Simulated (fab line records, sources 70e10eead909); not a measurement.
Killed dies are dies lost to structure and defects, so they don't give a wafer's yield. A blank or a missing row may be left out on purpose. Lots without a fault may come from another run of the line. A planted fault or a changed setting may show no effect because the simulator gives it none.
fab line records | flow nand_harc
record lots=5 wafers=15 last_day=33
route steps=1302 shown A_STAIRCASE@838
lots that met no fault: from a run of the same line without faults
start_h: hours from the record's first day to the start of the lot's first wafer shown | wait_h: hours since the lot's step before | " the same as in the row above | L1.1+2: a row that stands for several wafers | - no value, or no start given | * or withheld: withheld | < > ~ a bound
route shown NAME@n: a module of which the file shows steps, and the number in the route of the first | usual: mean/standard deviation of fault-free wafers | same: alike in all rows | chamber/n: place in a boat | sites: the reading at each site | _std_site: their standard deviation | _edge_site: outer sites' mean less inner sites' | radius_mm: how far each site lies from the wafer's centre | mask NAME#n: copy n | behind: the tool/chamber that last shaped the wafer | hold: why the lot was held/for how many hours/how that ended | device: the transistor (n, p or np) that didn't switch | end of line: the same wafers' tests at the end of the route | a step without rows: its recipe alone | killed: dies lost to structure and defects at the first sort, not the wafer's yield | map: a wafer's dies, x killed, . not, _ none there
set.NAME: the setting as run; set.NAME@STEP: as run at that earlier step | model.NAME: the simulator's own value behind a step, which no gauge read
lots at some steps of the route; a table a step, a row a wafer
services: from which hour (start_h, from the record's first day; less than 0 if before it) a tool's chamber was out of use, for how many hours, and why
## steps
# step NHARC_A_STAIRCASE_PRECLEAN_318
# recipe time_s=* temp_c=50 bath_age_min=0 chemistry=SC1
# usual h2o2_flow_mL_min=56.60/0.19 temp_c=50.01/0.11
# columns lot.wafer tool chamber start_h wait_h h2o2_flow_mL_min temp_c
L077.1 wet_bench-02 5 - - 56.70 50.11
L077.4 " 7 " " 56.71 49.90
L077.6 " 0 " " 57.09 49.95
L088.2 wet_bench-02 1 - - 56.39 50.24
L088.1 " 4 " " 56.42 50.24
L088.6 " 6 " " 56.78 50.13
L092.3 wet_bench-02 6 - - 56.48 49.96
L092.6 " 7 " " 56.71 50.08
L092.2 " 1 " " 56.58 50.04
L091.6 wet_bench-07 7 - - 56.44 50.07
L091.1 " 0 " " 56.69 49.85
L091.3 " 3 " " 56.77 50.06
L093.6 wet_bench-07 7 - - 56.71 50.03
L093.2 " 2 " " 56.71 49.98
L093.3 " 3 " " 56.59 50.12
# step NHARC_A_STAIRCASE_SRD_329
# columns lot.wafer tool chamber start_h wait_h
L077.1+4+6 wet_bench-02 5,7,0 - -
L088.2+1+6 wet_bench-02 1,4,6 - -
L092.3+6+2 wet_bench-02 6,7,1 - -
L091.6+1+3 wet_bench-07 7,0,3 - -
L093.6+2+3 wet_bench-07 7,2,3 - -
# step NHARC_A_STAIRCASE_ALD_415
# recipe target_thk_a=300 pulse_time_s=6 ald_cycles=300 temp_c=300 material=SiO2
# usual heater_power_w=479/48 precursor_pulse_height_rel=1.003/0.021
# columns lot.wafer tool chamber start_h wait_h heater_power_w precursor_pulse_height_rel since_wet_clean_h
L077.4 ald_hk-03 1 418.77 0.3 554 1.023 17
L077.1 " 2 " " 467 0.975 17
L077.6 " 0 " " 393 1.006 -
L088.2 ald_hk-04 1 534.84 0.1 415 0.994 90
L088.1 " 3 " " 422 0.964 90
L088.6 " 1 " " 400 1.018 -
L092.2 ald_hk-02 2 550.87 0.1 510 0.986 10
L092.3 " 0 " " 472 1.008 10
L092.6 " 2 " " 511 1.029 -
L091.3 ald_hk-03 1 553.40 0.3 563 1.020 152
L091.1 " 3 " " 482 1.024 152
L091.6 " 1 " " 550 1.043 -
L093.3 ald_hk-03 1 588.27 0.1 576 1.006 8
L093.2 " 2 " " 463 0.958 9
L093.6 " 2 " " 466 1.010 -
# step NHARC_A_STAIRCASE_ETCHBACK_416
# recipe target_depth_a=360 time_s=7.2 c4f8_flow_sccm=withheld o2_flow_sccm=8 ar_flow_sccm=withheld rf_w=600 bias_w=800 chemistry=C4F8/O2/Ar
# usual oes_product_au=0.930/0.022 rf_vpp_V=725/5.2
# columns lot.wafer tool chamber start_h wait_h oes_product_au rf_hours_counter_h rf_vpp_V
L077.1 rie_diel-05 2 - - 0.915 2 729
L077.4 " 3 " " 0.925 2 724
L077.6 " 1 " " 0.925 - 718
L088.2 rie_diel-07 1 - - 0.921 21 730
L088.1 " 2 " " 0.914 18 717
L088.6 " 2 " " 0.924 - 713
L092.3 rie_diel-05 2 - - 0.919 45 728
L092.2 " 0 " " 0.925 46 725
L092.6 " 3 " " 0.917 - 724
L091.1 rie_diel-05 1 - - 0.922 42 718
L091.3 " 2 " " 0.904 45 730
L091.6 " 1 " " 0.921 - 719
L093.3 rie_diel-07 1 - - 0.925 43 729
L093.2 " 3 " " 0.919 43 726
L093.6 " 0 " " 0.926 - 726
# step NHARC_A_STAIRCASE_STRIP_476
# recipe time_s=20 o2_flow_sccm=500 ar_flow_sccm=0 bias_w=0 chemistry=O2
# usual drypump_motor_current_A=5.8/0.51 oes_product_au=1.001/0.0093 rf_vpp_V=57.9/0.91 showerhead_plenum_p_Torr=3.59/0.18 throttle_valve_pct=17.035/0.0093
# columns lot.wafer tool chamber start_h wait_h drypump_motor_current_A oes_product_au rf_hours_counter_h rf_vpp_V showerhead_plenum_p_Torr throttle_valve_pct
L077.4 rie_diel-05 3 420.74 0.1 5.3 1.004 2 59.1 3.57 17.021
L077.1 " 0 " " 4.7 0.986 2 58.3 3.61 17.047
L077.6 " 3 " " 5.3 1.003 - 58.3 3.57 17.035
L088.2 rie_diel-07 3 537.02 0.1 6.1 1.002 19 59.3 3.61 17.030
L088.1 " 0 " " 5.9 0.996 16 56.9 3.64 17.030
L088.6 " 2 " " 5.7 1.002 - 56.6 3.28 17.040
L092.2 rie_diel-05 3 553.05 0.1 5.3 1.006 42 57.4 3.55 17.030
L092.3 " 2 " " 6.2 0.987 45 59.3 3.75 17.026
L092.6 " 3 " " 5.3 1.003 - 57.0 3.55 17.022
L091.1 rie_diel-05 3 555.35 0.1 5.3 1.001 43 59.4 3.55 17.036
L091.3 " 1 " " 5.5 0.992 42 58.3 3.34 17.043
L091.6 " 1 " " 5.5 0.998 - 58.2 3.34 17.034
L093.2 rie_diel-07 3 591.91 0.1 6.1 0.998 43 58.4 3.60 17.037
L093.3 " 1 " " 5.8 0.998 43 57.1 3.74 17.041
L093.6 " 2 " " 5.7 1.004 - 57.7 3.27 17.019
# step NHARC_A_STAIRCASE_DEP_417
# recipe target_thk_a=600 step_coverage_pct=20 temp_c=400 target_thk_nm=60 flow_sccm=200 rf_w=450 material=Si3N4
# usual heater_power_w=709/84
# columns lot.wafer tool chamber start_h wait_h heater_power_w since_wet_clean_h
L077.1 pecvd-03 0 420.88 - 830 42
L077.4 " 2 " " 527 -
L077.6 " 0 " " 844 -
L088.1 pecvd-04 2 537.11 - 639 74
L088.2 " 1 " " 777 74
L088.6 " 0 " " 629 -
L092.2 pecvd-04 2 553.15 - 633 90
L092.3 " 1 " " 812 90
L092.6 " 1 " " 818 -
L091.3 pecvd-04 0 555.46 - 646 92
L091.1 " 2 " " 798 92
L091.6 " 2 " " 656 -
L093.3 pecvd-04 2 592.00 - 700 128
L093.2 " 0 " " 681 129
L093.6 " 0 " " 696 -
# step NHARC_A_STAIRCASE_WET_418
# recipe temp_c=160 target_depth_a=200 chemistry=H3PO4
# usual temp_c=160.01/0.15
# columns lot.wafer tool chamber start_h wait_h temp_c
L077.1 wet_h3po4-01 0 422.83 - 160.27
L077.4 " 0 " " 160.12
L077.6 " 0 " " 159.96
L088.1 wet_h3po4-01 0 539.11 - 160.03
L088.2 " 0 " " 160.18
L088.6 " 0 " " 160.10
L092.2 wet_h3po4-02 0 555.15 - 159.90
L092.3 " 0 " " 159.99
L092.6 " 0 " " 160.00
L091.1 wet_h3po4-01 1 557.45 - 160.10
L091.3 " 1 " " 159.87
L091.6 " 1 " " 160.09
L093.2 wet_h3po4-01 0 593.99 - 160.01
L093.3 " 0 " " 160.04
L093.6 " 0 " " 160.17
# step NHARC_A_STAIRCASE_PRECLEAN_419
# recipe time_s=* temp_c=50 bath_age_min=0 chemistry=SC1
# usual h2o2_flow_mL_min=56.59/0.17 temp_c=50.00/0.11
# columns lot.wafer tool chamber start_h wait_h h2o2_flow_mL_min temp_c
L077.1 wet_bench-09 0 423.43 0.0 56.56 49.92
L077.4 " 2 " " 56.68 49.90
L077.6 " 4 " " 56.61 50.07
L088.6 wet_bench-09 3 539.68 0.0 56.47 50.14
L088.1 " 5 " " 56.63 49.96
L088.2 " 7 " " 56.45 50.05
L092.6 wet_bench-07 5 555.73 0.0 56.52 49.84
L092.2 " 6 " " 56.94 49.98
L092.3 " 2 " " 56.42 50.12
L091.1 wet_bench-02 5 558.04 0.0 56.41 50.04
L091.3 " 6 " " 56.47 49.87
L091.6 " 7 " " 56.34 50.06
L093.6 wet_bench-07 3 594.57 0.0 56.57 50.01
L093.2 " 4 " " 56.66 49.99
L093.3 " 7 " " 56.64 49.96
# step NHARC_A_STAIRCASE_SRD_421
# columns lot.wafer tool chamber start_h wait_h
L077.1+4+6 wet_bench-09 0,2,4 423.49 0.0
L088.6+1+2 wet_bench-09 3,5,7 - -
L092.6+2+3 wet_bench-07 5,6,2 - -
L091.1+3+6 wet_bench-02 5,6,7 558.09 0.0
L093.6+2+3 wet_bench-07 3,4,7 - -
# step NHARC_A_STAIRCASE_ALD_420
# recipe target_thk_a=200 pulse_time_s=6 ald_cycles=200 temp_c=300 material=SiO2
# usual heater_power_w=472/48 precursor_pulse_height_rel=0.999/0.02
# columns lot.wafer tool chamber start_h wait_h heater_power_w precursor_pulse_height_rel since_wet_clean_h
L077.4 ald_hk-02 3 423.60 0.1 489 0.999 60
L077.1 " 2 " " 482 1.054 61
L077.6 " 0 " " 502 1.003 -
L088.1 ald_hk-03 3 540.14 - 497 1.012 138
L088.2 " 0 " " 396 0.983 138
L088.6 " 1 " " 555 1.020 -
L092.2 ald_hk-04 3 556.20 - 427 0.977 111
L092.3 " 0 " " 511 0.977 111
L092.6 " 1 " " 413 0.990 -
L091.3 ald_hk-04 1 558.21 0.1 392 1.014 113
L091.1 " 2 " " 454 1.000 113
L091.6 " 2 " " 459 1.027 -
L093.3 ald_hk-03 0 594.70 - 391 1.010 15
L093.2 " 1 " " 568 1.006 15
L093.6 " 1 " " 587 0.998 -
# step NHARC_A_STAIRCASE_CVD_552
# recipe target_thk_a=400 temp_c=700 pressure_mtorr=300 material=SiNx
# columns lot.wafer tool chamber start_h wait_h
L077.1+4+6 lpcvd-02 0 - -
L088.1+2+6 lpcvd-02 0 - -
L091.1+3+6 lpcvd-01 0 - -
L092.2+3+6 lpcvd-01 0 - -
L093.2+3+6 lpcvd-02 0 - -
# step NHARC_A_STAIRCASE_DEP_151
# recipe target_thk_a=72000 temp_c=400 target_thk_nm=7200 teos_flow_sccm=200 rf_w=500 material=SiO2
# usual heater_power_w=655/93
# columns lot.wafer tool chamber start_h wait_h heater_power_w since_wet_clean_h
L077.1 pecvd-03 2 431.83 0.5 572 53
L077.4 " 1 " " 611 -
L077.6 " 0 " " 685 -
L088.2 pecvd-04 2 549.54 0.4 626 86
L088.1 " 0 " " 694 86
L088.6 " 2 " " 624 -
L092.3 pecvd-04 0 564.40 0.4 647 101
L092.2 " 2 " " 703 101
L092.6 " 0 " " 561 -
L091.3 pecvd-02 0 564.50 0.5 881 144
L091.1 " 1 " " 676 144
L091.6 " 1 " " 611 -
L093.2 pecvd-03 2 602.87 0.4 560 43
L093.3 " 0 " " 828 43
L093.6 " 1 " " 567 -
# step NHARC_A_STAIRCASE_ANNEAL_320
# recipe temp_c=750 time_s=1800
# usual tube_center_temp_C=750/0.068
# columns lot.wafer tool chamber start_h wait_h tube_center_temp_C
L077.1 furnace-06 0 436.18 - 749.92
L077.4 " 0 " " 750.01
L077.6 " 0 " " 750.01
L088.1 furnace-03 0 555.58 - 750.08
L088.2 " 0 " " 750.04
L088.6 " 0 " " 750.07
L091.1 furnace-08 0 565.26 - 750
L091.3 " 0 " " 750.06
L091.6 " 0 " " 749.96
L092.2 furnace-08 0 565.26 - 750.03
L092.3 " 0 " " 750.05
L092.6 " 0 " " 750.12
L093.2 furnace-06 0 607.32 - 749.94
L093.3 " 0 " " 750.01
L093.6 " 0 " " 750.08
# step NHARC_A_STAIRCASE_DEP_322
# recipe target_thk_a=72000 temp_c=400 target_thk_nm=7200 teos_flow_sccm=200 rf_w=500 material=SiO2
# usual heater_power_w=660/84
# columns lot.wafer tool chamber start_h wait_h heater_power_w since_wet_clean_h
L077.1 pecvd-04 2 439.75 0.3 764 157
L077.6 " 0 " " 556 -
L077.4 " 2 " " 631 -
L088.2 pecvd-02 2 559.04 0.2 724 138
L088.1 " 0 " " 898 138
L088.6 " 2 " " 616 -
L091.1 pecvd-02 2 568.74 0.2 650 148
L091.3 " 1 " " 644 148
L091.6 " 1 " " 597 -
L092.2 pecvd-03 2 568.75 0.2 610 9
L092.3 " 1 " " 568 9
L092.6 " 0 " " 637 -
L093.2 pecvd-02 1 610.84 0.2 718 9
L093.3 " 0 " " 697 -
L093.6 " 1 " " 623 -
# step NHARC_A_STAIRCASE_ANNEAL_323
# recipe temp_c=750 time_s=1800
# usual tube_center_temp_C=750.01/0.062
# columns lot.wafer tool chamber start_h wait_h tube_center_temp_C
L077.1 furnace-08 0 444.25 - 750.03
L077.4 " 0 " " 749.99
L077.6 " 0 " " 750.08
L088.1 furnace-03 0 564.78 - 750.02
L088.2 " 0 " " 749.95
L088.6 " 0 " " 750.06
L091.1 furnace-08 0 576.20 - 749.96
L091.3 " 0 " " 750.02
L091.6 " 0 " " 749.96
L092.2 furnace-08 0 576.20 - 750.04
L092.3 " 0 " " 750
L092.6 " 0 " " 750.06
L093.2 furnace-08 0 615.90 4.9 750.06
L093.3 " 0 " " 750.06
L093.6 " 0 " " 749.94
# step NHARC_A_STAIRCASE_DEP_325
# recipe target_thk_a=72000 temp_c=400 target_thk_nm=7200 teos_flow_sccm=200 rf_w=500 material=SiO2
# usual heater_power_w=654/86
# columns lot.wafer tool chamber start_h wait_h heater_power_w since_wet_clean_h
L077.1 pecvd-03 1 447.84 0.3 726 69
L077.6 " 0 " " 681 -
L077.4 " 1 " " 605 -
L088.1 pecvd-04 0 568.13 0.1 684 105
L088.2 " 1 " " 774 105
L088.6 " 0 " " 570 -
L091.1 pecvd-03 1 579.62 0.1 693 19
L091.3 " 0 " " 782 20
L091.6 " 0 " " 670 -
L092.2 pecvd-02 0 579.66 0.1 755 159
L092.3 " 2 " " 758 159
L092.6 " 1 " " 591 -
L093.3 pecvd-03 0 619.36 0.2 679 59
L093.2 " 1 " " 626 59
L093.6 " 2 " " 480 -
# step NHARC_A_STAIRCASE_ANNEAL_326
# recipe temp_c=750 time_s=1800
# usual tube_center_temp_C=750/0.067
# columns lot.wafer tool chamber start_h wait_h tube_center_temp_C
L077.1 furnace-03 0 453.88 - 749.94
L077.4 " 0 " " 749.91
L077.6 " 0 " " 750.03
L088.1 furnace-06 0 573.72 - 750.02
L088.2 " 0 " " 749.96
L088.6 " 0 " " 749.94
L091.1 furnace-06 0 584.90 - 750.02
L091.3 " 0 " " 749.98
L091.6 " 0 " " 749.97
L092.2 furnace-06 0 584.90 - 750.03
L092.3 " 0 " " 750.03
L092.6 " 0 " " 749.99
L093.2 furnace-03 0 624.53 - 750.11
L093.3 " 0 " " 749.97
L093.6 " 0 " " 750
# step NHARC_A_STAIRCASE_DEHYDRATE_433
# recipe temp_c=150 time_s=120
# columns lot.wafer tool chamber start_h wait_h
L077.1+4+6 litho_track-03 0 457.26 0.1
L088.1+2+6 litho_track-03 0 577.08 0.1
L092.2+3+6 litho_track-03 0 588.29 0.1
L091.1+3+6 litho_track-02 0 588.31 0.1
L093.2+3+6 litho_track-02 0 627.92 0.1
# step NHARC_A_STAIRCASE_HMDS_434
# recipe time_s=30
# columns lot.wafer tool chamber start_h wait_h
L077.1+4+6 litho_track-03 0 - -
L088.1+2+6 litho_track-03 0 - -
L092.2+3+6 litho_track-03 0 - -
L091.1+3+6 litho_track-02 0 - -
L093.2+3+6 litho_track-02 0 - -
# step NHARC_A_STAIRCASE_COAT_435
# recipe spin_rpm=1200
# columns lot.wafer tool chamber start_h wait_h
L077.1+4+6 litho_track-03 0 - -
L088.1+2+6 litho_track-03 0 - -
L092.2+3+6 litho_track-03 0 - -
L091.1+3+6 litho_track-02 0 - -
L093.2+3+6 litho_track-02 0 - -
# step NHARC_A_STAIRCASE_SOFTBAKE_436
# recipe temp_c=135 time_s=170
# columns lot.wafer tool chamber start_h wait_h
L077.1+4+6 litho_track-03 0 - -
L088.1+2+6 litho_track-03 0 - -
L092.2+3+6 litho_track-03 0 - -
L091.1+3+6 litho_track-02 0 - -
L093.2+3+6 litho_track-02 0 - -
# step NHARC_A_STAIRCASE_EBR_437
# columns lot.wafer tool chamber start_h wait_h
L077.1+4+6 litho_track-03 0 - -
L088.1+2+6 litho_track-03 0 - -
L092.2+3+6 litho_track-03 0 - -
L091.1+3+6 litho_track-02 0 - -
L093.2+3+6 litho_track-02 0 - -
# step NHARC_A_STAIRCASE_EXPOSE_438
# recipe na=0.5 dose_mj=28.97 mask_id=STAIR_REV
# columns lot.wafer tool chamber start_h wait_h mask
L077.1+4+6 krf_scanner-03 0 457.59 - STAIR_REV#0
L088.1+2+6 krf_scanner-03 0 577.42 - STAIR_REV#0
L092.2+3+6 krf_scanner-04 0 588.66 - STAIR_REV#0
L091.1+3+6 krf_scanner-02 0 588.82 - STAIR_REV#0
L093.2+3+6 krf_scanner-02 0 630.33 - STAIR_REV#0
# step NHARC_A_STAIRCASE_PEB_439
# recipe peb_temp_c=115 peb_time_s=130
# columns lot.wafer tool chamber start_h wait_h
L077.1+4+6 litho_track-07 0 457.66 0.1
L088.1+2+6 litho_track-07 0 577.48 0.1
L092.2+3+6 litho_track-03 0 588.72 0.1
L091.1+3+6 litho_track-03 0 588.89 0.1
L093.2+3+6 litho_track-07 0 630.40 0.1
# step NHARC_A_STAIRCASE_DEVELOP_440
# recipe time_s=140
# columns lot.wafer tool chamber start_h wait_h
L077.1+4+6 litho_track-07 0 - -
L088.1+2+6 litho_track-07 0 - -
L092.2+3+6 litho_track-03 0 - -
L091.1+3+6 litho_track-03 0 - -
L093.2+3+6 litho_track-07 0 - -
# step NHARC_A_STAIRCASE_HARDBAKE_442
# recipe temp_c=120 time_s=140
# columns lot.wafer tool chamber start_h wait_h
L077.1+4+6 litho_track-03 0 457.88 -
L088.1+2+6 litho_track-07 0 577.70 -
L092.2+3+6 litho_track-07 0 588.95 -
L091.1+3+6 litho_track-07 0 589.10 -
L093.2+3+6 litho_track-02 0 630.62 -
# step NHARC_A_STAIRCASE_DESCUM_443
# recipe time_s=3 o2_flow_sccm=200 ar_flow_sccm=0 bias_power_w=0 chemistry=O2
# usual drypump_motor_current_A=5.8/0.47 oes_product_au=1.000/0.0088 rf_vpp_V=57.8/0.88 showerhead_plenum_p_Torr=1.95/0.11 throttle_valve_pct=11.311/0.0087
# columns lot.wafer tool chamber start_h wait_h drypump_motor_current_A oes_product_au rf_hours_counter_h rf_vpp_V showerhead_plenum_p_Torr throttle_valve_pct
L077.1 rie_diel-05 0 457.97 - 4.7 0.985 15 57.6 1.95 11.318
L077.6 " 0 " " 4.7 0.993 - 58.1 1.95 11.295
L077.4 " 2 " " 6.2 0.979 - 58.2 2.05 11.302
L088.1 rie_diel-05 0 577.79 - 4.6 1.020 55 57.7 1.94 11.327
L088.2 " 3 " " 5.3 1.002 53 57.6 1.92 11.295
L088.6 " 0 " " 4.7 1.013 - 56.1 1.94 11.309
L092.2 rie_diel-03 1 590.17 - 6.1 0.990 38 58.5 2.06 11.313
L092.3 " 2 " " 6.1 1.001 39 58.2 2.03 11.308
L092.6 " 2 " " 6.1 1.017 - 57.6 2.03 11.332
L091.1 rie_diel-03 2 590.24 - 6.1 1.003 39 59.3 2.03 11.314
L091.3 " 3 " " 6.7 0.995 42 57.6 2.04 11.312
L091.6 " 3 " " 6.6 1.002 - 57.0 2.04 11.310
L093.3 rie_diel-07 0 630.71 - 5.9 0.998 49 57.5 1.97 11.305
L093.2 " 3 " " 6.1 1.009 53 56.9 1.95 11.321
L093.6 " 0 " " 5.9 1.005 - 57.2 1.97 11.309
# step NHARC_A_STAIRCASE_ETCH_444
# recipe target_depth_a=2.04e+05 time_s=6800 c4f8_flow_sccm=20 o2_flow_sccm=10 ar_flow_sccm=withheld rf_w=600 bias_w=1000 chemistry=C4F8/O2
# usual oes_product_au=0.934/0.018 rf_vpp_V=809/5.9
# columns lot.wafer tool chamber start_h wait_h oes_product_au rf_hours_counter_h rf_vpp_V
L077.1 rie_diel-05 3 458.70 0.7 0.936 14 809
L077.6 " 2 459.95 1.9 0.904 - 814
L077.4 " 3 " " 0.927 - 807
L088.1 rie_diel-05 2 577.88 0.1 0.923 54 813
L088.2 " 3 " " 0.925 54 808
L088.6 " 3 580.22 2.4 0.926 - 808
L092.3 rie_diel-03 3 590.65 0.5 0.921 43 815
L092.2 " 2 591.92 1.7 0.935 40 814
L092.6 " 2 593.81 3.6 0.944 - 814
L091.3 rie_diel-03 3 595.07 4.8 0.921 47 815
L091.1 " 1 " " 0.919 43 816
L091.6 " 1 597.57 7.3 0.923 - 815
L093.3 rie_diel-07 0 631.27 0.6 0.929 50 810
L093.2 " 2 " " 0.916 50 798
L093.6 " 3 " " 0.922 - 808
# step NHARC_A_STAIRCASE_STRIP_446
# recipe power_w=1500 temp_c=250 chemistry=O2
# usual drypump_motor_current_A=5.7/0.84 heater_power_w=354/24 temp_c=250.00/0.17
# columns lot.wafer tool chamber start_h wait_h drypump_motor_current_A heater_power_w rf_hours_counter_h temp_c
L077.1 plasma_asher-02 1 463.38 0.0 6.6 318 3 250.16
L077.4 " 1 " " 6.6 321 - 249.98
L077.6 " 1 " " 6.6 324 - 250.04
L088.1 plasma_asher-02 1 582.24 0.0 6.6 329 29 250.32
L088.2 " 0 " " 4.7 353 29 250.04
L088.6 " 0 " " 4.7 350 - 249.98
L092.2 plasma_asher-02 0 596.00 0.0 4.7 363 33 249.64
L092.3 " 1 " " 6.6 328 - 249.68
L092.6 " 0 " " 4.7 362 - 249.96
L091.1 plasma_asher-01 1 599.74 0.0 6.4 393 13 250.13
L091.3 " 1 " " 6.4 372 - 250.24
L091.6 " 0 " " 5.4 374 - 250.27
L093.2 plasma_asher-02 0 635.23 0.1 4.7 340 4 250.05
L093.3 " 0 " " 4.7 346 - 250.24
L093.6 " 1 " " 6.6 320 - 250.06
# step NHARC_A_STAIRCASE_STRIP_447
# recipe time_s=900 temp_c=130 chemistry=SPM
# usual temp_c=130.00/0.15
# columns lot.wafer tool chamber start_h wait_h temp_c
L077.6 wet_bench-09 5 463.75 0.1 130.03
L077.4 " 7 " " 130.28
L077.1 " 0 " " 129.75
L088.6 wet_bench-07 3 582.60 0.1 130.27
L088.1 " 4 " " 130.17
L088.2 " 5 " " 130.07
L092.3 wet_bench-09 2 596.36 0.2 129.75
L092.2 " 3 " " 130.19
L092.6 " 4 " " 130.08
L091.1 wet_bench-07 5 600.10 0.3 129.92
L091.3 " 6 " " 130.11
L091.6 " 7 " " 129.94
L093.6 wet_bench-02 2 635.55 0.1 130.00
L093.2 " 3 " " 130.16
L093.3 " 4 " " 129.93
# step NHARC_A_STAIRCASE_PRECLEAN_448
# recipe time_s=* temp_c=50 bath_age_min=0 chemistry=SC1
# usual h2o2_flow_mL_min=56.61/0.17 temp_c=50.00/0.11
# columns lot.wafer tool chamber start_h wait_h h2o2_flow_mL_min temp_c
L077.6 wet_bench-09 5 - - 56.50 49.97
L077.4 " 7 " " 56.62 49.88
L077.1 " 0 " " 56.64 49.98
L088.6 wet_bench-07 3 - - 56.52 50.00
L088.1 " 4 " " 56.60 50.08
L088.2 " 5 " " 56.40 50.12
L092.3 wet_bench-09 2 - - 56.43 50.02
L092.2 " 3 " " 56.26 49.90
L092.6 " 4 " " 56.70 50.08
L091.1 wet_bench-07 5 - - 56.40 50.13
L091.3 " 6 " " 56.90 50.03
L091.6 " 7 " " 56.61 49.83
L093.6 wet_bench-02 2 - - 56.50 50.14
L093.2 " 3 " " 56.51 49.97
L093.3 " 4 " " 56.73 50.08
# step NHARC_A_STAIRCASE_SRD_449
# columns lot.wafer tool chamber start_h wait_h
L077.6+4+1 wet_bench-09 5,7,0 - -
L088.6+1+2 wet_bench-07 3,4,5 - -
L092.3+2+6 wet_bench-09 2,3,4 - -
L091.1+3+6 wet_bench-07 5,6,7 - -
L093.6+2+3 wet_bench-02 2,3,4 - -
# step NHARC_A_STAIRCASE_CMP_450
# recipe target_thk_nm=200 material=SiO2
# usual motor_current_A=11.6/1.6
# columns lot.wafer tool chamber start_h wait_h motor_current_A
L077.1 cmp-03 0 464.20 - 12.0
L077.4 " 1 " " 12.4
L077.6 " 3 " " 9.8
L088.1 cmp-03 2 583.04 - 11.0
L088.2 " 1 " " 12.1
L088.6 " 2 " " 10.8
L092.3 cmp-04 2 596.81 - 11.3
L092.2 " 0 " " 9.6
L092.6 " 2 " " 11.2
L091.1 cmp-02 1 600.55 - 9.4
L091.3 " 2 " " 14.0
L091.6 " 0 " " 10.8
L093.2 cmp-02 2 635.98 - 15.2
L093.3 " 1 " " 9.7
L093.6 " 2 " " 14.5
# step NHARC_A_STAIRCASE_CMP_152
# usual motor_current_A=11.5/1.6
# columns lot.wafer tool chamber start_h wait_h motor_current_A
L077.1 cmp-03 0 464.27 0.1 11.4
L077.4 " 1 " " 12.6
L077.6 " 3 " " 10.4
L088.1 cmp-03 2 583.11 0.1 11.3
L088.2 " 1 " " 12.6
L088.6 " 2 " " 10.9
L092.3 cmp-04 2 596.89 0.1 11.4
L092.2 " 0 " " 9.2
L092.6 " 2 " " 11.2
L091.1 cmp-02 1 600.63 0.1 10.4
L091.3 " 2 " " 14.7
L091.6 " 0 " " 10.6
L093.2 cmp-02 2 636.06 0.1 14.8
L093.3 " 1 " " 9.6
L093.6 " 2 " " 14.9
# step NHARC_A_STAIRCASE_SRD_154
# columns lot.wafer tool chamber start_h wait_h
L077.1+4+6 wet_bench-02 0,1,2 464.55 0.0
L088.2+1+6 wet_bench-09 3,4,5 583.41 0.1
L092.6+3+2 wet_bench-09 4,5,6 597.16 0.0
L091.6+3+1 wet_bench-07 5,6,0 600.91 0.0
L093.3+2+6 wet_bench-07 0,2,3 636.35 0.0
# step NHARC_A_STAIRCASE_ETCH_403
# recipe target_depth_a=1082 chemistry=dHF material=SiO2
# columns lot.wafer tool chamber start_h wait_h
L077.1+4+6 wet_bench-02 0,1,2 464.58 0.0
L088.2+1+6 wet_bench-09 3,4,5 583.44 0.0
L092.6+3+2 wet_bench-09 4,5,6 597.18 0.0
L091.6+3+1 wet_bench-07 5,6,0 600.93 0.0
L093.3+2+6 wet_bench-07 0,2,3 636.37 0.0
# step NHARC_A_STAIRCASE_ETCHBACK_422
# recipe target_depth_a=400 over_etch_frac=0.3 time_s=74.286 ion_energy_ev=120 ch3f_flow_sccm=50 o2_flow_sccm=30 ar_flow_sccm=200 rf_w=500 bias_w=100 chemistry=CH3F/O2
# usual drypump_motor_current_A=5.9/0.44 oes_product_au=0.97/0.038 rf_vpp_V=245.1/2 showerhead_plenum_p_Torr=2.52/0.14 throttle_valve_pct=20.664/0.009
# columns lot.wafer tool chamber start_h wait_h drypump_motor_current_A oes_product_au rf_hours_counter_h rf_vpp_V showerhead_plenum_p_Torr throttle_valve_pct
L077.1 rie_diel-07 2 464.73 0.2 5.7 0.93 61 242.3 2.29 20.663
L077.4 " 0 " " 6.0 0.92 56 247.1 2.55 20.662
L077.6 " 2 " " 5.7 0.93 - 242.6 2.29 20.657
L088.1 rie_diel-05 2 583.59 0.1 6.1 0.99 57 247.2 2.61 20.674
L088.2 " 0 " " 4.7 0.99 57 246.3 2.49 20.648
L088.6 " 2 " " 6.2 0.98 - 246.3 2.61 20.633
L092.3 rie_diel-07 0 597.33 0.1 5.9 0.93 39 245.9 2.53 20.662
L092.2 " 3 " " 6.1 0.94 43 245.0 2.51 20.673
L092.6 " 1 " " 5.8 0.93 - 244.9 2.61 20.646
L091.1 rie_diel-07 3 601.11 0.2 6.1 0.92 44 245.9 2.51 20.672
L091.3 " 0 " " 5.9 0.91 40 245.8 2.53 20.685
L091.6 " 2 " " 5.7 0.92 - 241.5 2.27 20.655
L093.2 rie_diel-05 3 636.54 0.2 5.3 1.01 10 245.3 2.46 20.670
L093.3 " 2 " " 6.2 1.01 11 248.3 2.61 20.665
L093.6 " 3 " " 5.3 1.02 - 244.7 2.46 20.668
# step NHARC_A_STAIRCASE_ETCH_423
# recipe target_depth_a=300 chemistry=dHF material=SiO2
# columns lot.wafer tool chamber start_h wait_h
L077.4+6+1 wet_bench-09 5,6,7 464.88 0.1
L088.1+6+2 wet_bench-07 2,5,6 583.76 0.2
L092.3+2+6 wet_bench-09 4,6,7 597.50 0.1
L091.1+6+3 wet_bench-09 2,3,6 601.25 0.1
L093.3+6+2 wet_bench-09 5,7,1 636.71 0.1
## services
# columns tool chamber start_h hours kind
rie_diel-07 0 395.55 6.7 repair
wet_bench-09 - 399.37 2.0 repair
litho_track-02 - 402.01 7.0 pm
rie_diel-05 - 406.75 9.0 pm
rie_diel-07 3 415.93 18.2 repair
wet_bench-02 - 420.00 8.0 pm
litho_track-07 - 426.00 7.0 pm
litho_track-03 - 450.00 7.0 pm
rie_diel-05 - 466.57 7.1 repair
rie_diel-07 - 471.20 9.0 pm
rie_diel-07 0 497.96 6.9 repair
wet_bench-07 - 512.00 8.0 pm
wet_bench-09 - 528.80 8.0 pm
rie_diel-05 1 535.89 5.3 repair
rie_diel-05 0 553.50 2.5 repair
rie_diel-07 2 560.00 1.7 repair
litho_track-02 - 577.01 7.0 pm
rie_diel-05 - 583.75 9.0 pm
wet_bench-02 - 596.00 8.0 pm
litho_track-07 - 601.00 7.0 pm
rie_diel-05 3 611.77 3.0 repair
rie_diel-07 2 611.94 6.7 repair
rie_diel-07 1 616.51 2.3 repair
litho_track-03 - 625.00 7.0 pm
## key
fault none
